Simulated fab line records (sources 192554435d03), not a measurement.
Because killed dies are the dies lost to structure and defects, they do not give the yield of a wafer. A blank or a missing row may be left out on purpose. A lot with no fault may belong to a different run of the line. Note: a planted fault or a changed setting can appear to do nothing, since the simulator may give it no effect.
Split-lot study + flow n5Finfet + 21 wafers read across 7 lots, on a route 1938 steps long

== ABOUT THE SPLIT ==
At N5_BEOL_M2_ETCH_64 (etches SOC in N2/H2, target depth 75 nm, overetch 22.5 nm, time 121.9 s), the setting biasW was moved away from the recipe's 150 W on 9 of the 21 wafers read, by -15.5% to +12.5%. This setting was run at the recipe's value on the other wafers.

Reading taken at the split's own step.

== THE READING ==
rfVppV, in V, at N5_BEOL_M2_ETCH_64 (etches SOC in N2/H2, target depth 75 nm, overetch 22.5 nm, time 121.9 s). On this fab line, fault-free wafers typically give 524.1 V with a standard deviation of 2.1 V.

| wafer  | tool, chamber at the split | biasW as run, W | against the recipe | rfVppV, V | against lot-mates on the recipe |
|--------|----------------------------|-----------------|--------------------|-----------|---------------------------------|
| L075.1 | rieDiel-02, 2              | 150             | recipe             | 524.9     | -                               |
| L075.2 | rieDiel-02, 1              | 135.9           | -9.4%              | 494.0     | -30.9                           |
| L075.3 | rieDiel-02, 3              | 135.9           | -9.4%              | 494.9     | -30.0                           |
| L076.3 | rieDiel-01, 0              | 126.7           | -15.5%             | 467.9     | -57.0                           |
| L076.4 | rieDiel-01, 3              | 150             | recipe             | 524.0     | -                               |
| L076.5 | rieDiel-01, 2              | 150             | recipe             | 525.8     | -                               |
| L087.1 | rieDiel-01, 1              | 133.6           | -10.9%             | 489.8     | -30.4                           |
| L087.5 | rieDiel-01, 1              | 133.6           | -10.9%             | 489.4     | -30.8                           |
| L087.6 | rieDiel-01, 0              | 150             | recipe             | 520.2     | -                               |
| L090.2 | rieDiel-01, 0              | 150             | recipe             | 519.9     | -                               |
| L090.5 | rieDiel-01, 1              | 150             | recipe             | 525.3     | -                               |
| L090.6 | rieDiel-01, 2              | 134.3           | -10.5%             | 489.8     | -32.8                           |
| L092.2 | rieDiel-04, 1              | 131.4           | -12.4%             | 480.1     | -44.6                           |
| L092.3 | rieDiel-04, 2              | 150             | recipe             | 524.7     | -                               |
| L092.6 | rieDiel-04, 2              | 131.4           | -12.4%             | 481.6     | -43.1                           |
| L093.1 | rieDiel-04, 3              | 168.7           | +12.5%             | 563.0     | +36.8                           |
| L093.2 | rieDiel-04, 0              | 150             | recipe             | 526.4     | -                               |
| L093.6 | rieDiel-04, 0              | 150             | recipe             | 526.1     | -                               |
| L094.2 | rieDiel-01, 3              | 150             | recipe             | 523.0     | -                               |
| L094.4 | rieDiel-01, 1              | 150             | recipe             | 524.5     | -                               |
| L094.6 | rieDiel-01, 0              | 150             | recipe             | 520.5     | -                               |

FIT RESULTS
A straight line over all 21 wafers: rfVppV changes by +3.31 V for each +1% of biasW; r = +0.99; the points scatter about the line by 2.4 V.
The same after taking each lot's own level away (the mean of its wafers on the recipe; 21 wafers): +3.25 V for each +1%; r = +0.99; scatter 2.9 V.
On that fit, the largest move of biasW shifts the reading by 50 V.
Across the lots, their own levels run from 520.20 to 526.25 V, a range of 2.9 times the standard deviation given above.
Hence the lot-to-lot level has little effect on the slope; both slopes agree.
Check: with one of the wafers moved furthest among these (-15.5%) left out of the fit, the line predicts -49.2 V for it against its lot-mates. Against them it came out at -57 V.
Tool readings at the split's step, against how far the setting was moved: rfVppV r = +0.99.

== OTHER SPLITS APPLIED TO THESE WAFERS ==
These wafers also went through other splits before the reading. Each is held against what the fit with the lots' levels taken away leaves over:
| other split on the same wafers      | wafers away from the commonest value | r with rfVppV (lot level and that fit taken away) |
|-------------------------------------|--------------------------------------|---------------------------------------------------|
| N5_MOL_CONTACT_COAG_DESCUM_45 timeS | 7                                    | -0.16                                             |
| N5_BEOL_M0_SAQP_EXPOSE_37 doseMj    | 8                                    | +0.28                                             |
| N5_BEOL_M0_SAQP_ALD_48 aldCycles    | 5                                    | -0.04                                             |
| N5_BEOL_M1_EXPOSE_25 doseMj         | 5                                    | +0.07                                             |

== THE WHOLE CHAIN: every reading that the file lists as answering this split, in the file's order ==
| step               | what it does                                                            | reading                                                                         | change (the file's fit)                | r (the file's) |
|--------------------|-------------------------------------------------------------------------|---------------------------------------------------------------------------------|----------------------------------------|----------------|
| N5_BEOL_M2_ETCH_64 | etches SOC in N2/H2, target depth 75 nm, overetch 22.5 nm, time 121.9 s | rfVppV                                                                          | +3.28 V for each +1% of the setting    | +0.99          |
| N5_BEOL_M2_ETCH_64 | etches SOC in N2/H2, target depth 75 nm, overetch 22.5 nm, time 121.9 s | SiARC_of_BEOL_M2_COAT_62.thkNm (the simulator's own value, which no gauge read) | -0.0691 nm for each +1% of the setting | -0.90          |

== FILE'S OWN FIT ==
rfVppV changes by +3.28 V for each +1% of biasW, r = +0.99.
